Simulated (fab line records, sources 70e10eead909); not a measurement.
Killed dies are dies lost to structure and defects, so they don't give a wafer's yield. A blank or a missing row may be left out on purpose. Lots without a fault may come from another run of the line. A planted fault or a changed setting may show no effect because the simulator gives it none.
Chamber matching | flow nand_harc | NHARC_P_M2_ETCH_35 on rie_diel-03: 4 sister chambers
The step etches the open film in N2/H2, target depth 40 nm, overetch 12 nm, time 43.94 s. 8 wafers are shown with their chamber, then 8 later ones without.

WAFERS WITH THEIR CHAMBER
wafer  | chamber | drypump_motor_current_A (A) | rf_vpp_V (V)
L112.2 | 2       | 5.42                        | 431.3
L112.6 | 0       | 5.95                        | 429.7
L110.2 | 0       | 5.96                        | 427.8
L110.6 | 3       | 5.54                        | 427.5
L116.2 | 1       | 5.69                        | 431.0
L116.5 | 1       | 5.67                        | 432.6
L116.6 | 2       | 5.42                        | 429.8
L117.1 | 3       | 5.56                        | 428.0

WAFERS WITHOUT THEIR CHAMBER
wafer  | drypump_motor_current_A (A) | rf_vpp_V (V)
L117.2 | 5.40                        | 431.9
L117.5 | 5.94                        | 427.8
L119.1 | 5.41                        | 430.6
L119.2 | 5.68                        | 430.6
L119.6 | 5.41                        | 429.1
L120.2 | 5.55                        | 428.3
L120.5 | 5.65                        | 431.5
L120.6 | 5.94                        | 428.7

WHICH CHAMBER EACH WENT THROUGH
wafer  | from the rows above | in truth
L117.2 | 2                   | 2
L117.5 | 0                   | 0
L119.1 | 2                   | 2
L119.2 | 1                   | 1
L119.6 | 2                   | 2
L120.2 | 3                   | 3
L120.5 | 1                   | 1
L120.6 | 0                   | 0
Placed correctly: 8 of 8. Can't be placed from these rows: 0. Placed wrongly: 0.
How it was worked out, from the rows above alone: a wafer's distance from a chamber is the root of the sum, over the readings, of the square of ((its reading less the chamber's mean) divided by the reading's scatter). The wafer belongs to the nearest chamber; if the next one is less than 2 further off, it can't be placed. A chamber's mean is the mean of its shown wafers. The scatter: the root of (the sum of the squares of (reading less its chamber's mean) over the shown wafers, divided by (wafers less chambers)).
